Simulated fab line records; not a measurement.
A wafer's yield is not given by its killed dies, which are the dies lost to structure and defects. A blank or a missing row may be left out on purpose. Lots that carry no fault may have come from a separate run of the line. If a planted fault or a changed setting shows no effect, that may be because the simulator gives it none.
Split-lot study	flow n5Finfet	21 wafers read across 7 lots, on a route 1938 steps long

SPLIT DETAILS
At N5_BEOL_M2_TRENCH_ETCH_37 (etches SiOC in C4F6/O2, target depth 55.555 nm, time 29.2 s), the setting biasW was moved away from the recipe's 185 W on 4 of the 21 wafers read, by -12.7% to +11.9%. The other wafers ran this setting at the recipe's value.

FROM THE SPLIT TO THE READING: what the file shows between them, 2 steps
- N5_BEOL_M2_ETCH_41: etches SiCN in CH3F/O2, target depth 29.9 nm, time 52.5 s
- N5_BEOL_M2_STRIP_97: strips in N2/H2, time 10 s

THE READING
trenchDepthNm, in nm, at N5_BEOL_M2_OCD_MEAS_38. Typical for fault-free wafers on this fab line: 55.7 nm, with standard deviation 0.82 nm.

wafer	tool, chamber at the split	biasW as run, W	against the recipe	trenchDepthNm, nm	against lot-mates on the recipe
L077.1	rieDiel-04, 2	207.1	+11.9%	57.5	+1.5
L077.3	rieDiel-04, 0	185	recipe	55.8	-
L077.5	rieDiel-04, 0	185	recipe	56.1	-
L082.1	rieDiel-04, 0	185	recipe	56.3	-
L082.3	rieDiel-04, 2	185	recipe	55.5	-
L082.5	rieDiel-04, 2	185	recipe	55.5	-
L087.2	rieDiel-06, 2	185	recipe	55.7	-
L087.3	rieDiel-06, 1	167.1	-9.7%	54.6	-1.4
L087.5	rieDiel-06, 1	185	recipe	56.3	-
L092.3	rieDiel-06, 1	185	recipe	56.8	-
L092.4	rieDiel-06, 2	185	recipe	55.9	-
L092.6	rieDiel-06, 1	185	recipe	56.3	-
L094.1	rieDiel-04, 0	185	recipe	55.4	-
L094.3	rieDiel-04, 1	185	recipe	55.4	-
L094.4	rieDiel-04, 2	185	recipe	55.3	-
L095.1	rieDiel-04, 0	161.5	-12.7%	52.6	-3.2
L095.2	rieDiel-04, 3	161.5	-12.7%	53.9	-1.9
L095.3	rieDiel-04, 1	185	recipe	55.8	-
L097.3	rieDiel-03, 1	185	recipe	54.5	-
L097.4	rieDiel-03, 3	185	recipe	55.3	-
L097.6	rieDiel-03, 1	185	recipe	55.3	-

FIT RESULTS
A straight line over all 21 wafers: trenchDepthNm changes by +0.169 nm for each +1% of biasW; r = +0.85; the points scatter about the line by 0.56 nm.
The same after taking each lot's own level away (the mean of its wafers on the recipe; 21 wafers): +0.171 nm for each +1%; r = +0.92; scatter 0.39 nm.
On that fit, the largest move of biasW shifts the reading by 2.2 nm.
From 55.03 to 56.33 nm: that is the span of the lots' own levels, equal to 1.6 times the standard deviation above.
The two slopes are in agreement: the lot-to-lot level therefore moves the slope only a little.
Check: for one of the wafers moved furthest among these (-12.7%), held out of the fit, the line's prediction against its lot-mates is -1.8 nm. Against them it came out at -3.2 nm.
Tool readings at the split's step, against how far the setting was moved: rfVppV r = +0.99.

OTHER SPLITS APPLIED TO THESE WAFERS
Before the reading, these wafers also passed through other splits. Each is held against what the fit with the lots' levels taken away leaves over:
other split on the same wafers	wafers away from the commonest value	r with trenchDepthNm (lot level and that fit taken away)
N5_BEOL_M1_COAT_61 spinRpm	6	-0.23
N5_BEOL_M1_ETCH_77 sourceW	10	+0.12
N5_BEOL_M1_TRENCH_ETCH_37 biasW	4	-0.06
N5_BEOL_M2_DESCUM_33 timeS	8	-0.13

THE WHOLE CHAIN: every reading that the file lists as answering this split, in the file's order
step	what it does	reading	change (the file's fit)	r (the file's)
N5_BEOL_M2_TRENCH_ETCH_37	etches SiOC in C4F6/O2, target depth 55.555 nm, time 29.2 s	rfVppV	+5.43 V for each +1% of the setting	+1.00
N5_BEOL_M2_TRENCH_ETCH_37	etches SiOC in C4F6/O2, target depth 55.555 nm, time 29.2 s	BEOL_M2.featureDepthNm (the simulator's own value, which no gauge read)	+0.17 nm for each +1% of the setting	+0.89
N5_BEOL_M2_TRENCH_ETCH_37	etches SiOC in C4F6/O2, target depth 55.555 nm, time 29.2 s	etch.depthNm (the simulator's own value, which no gauge read)	+0.167 nm for each +1% of the setting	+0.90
N5_BEOL_M2_OCD_MEAS_38		trenchDepthNm	+0.162 nm for each +1% of the setting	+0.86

THE FILE'S OWN FIT
trenchDepthNm changes by +0.162 nm for each +1% of biasW, r = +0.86.
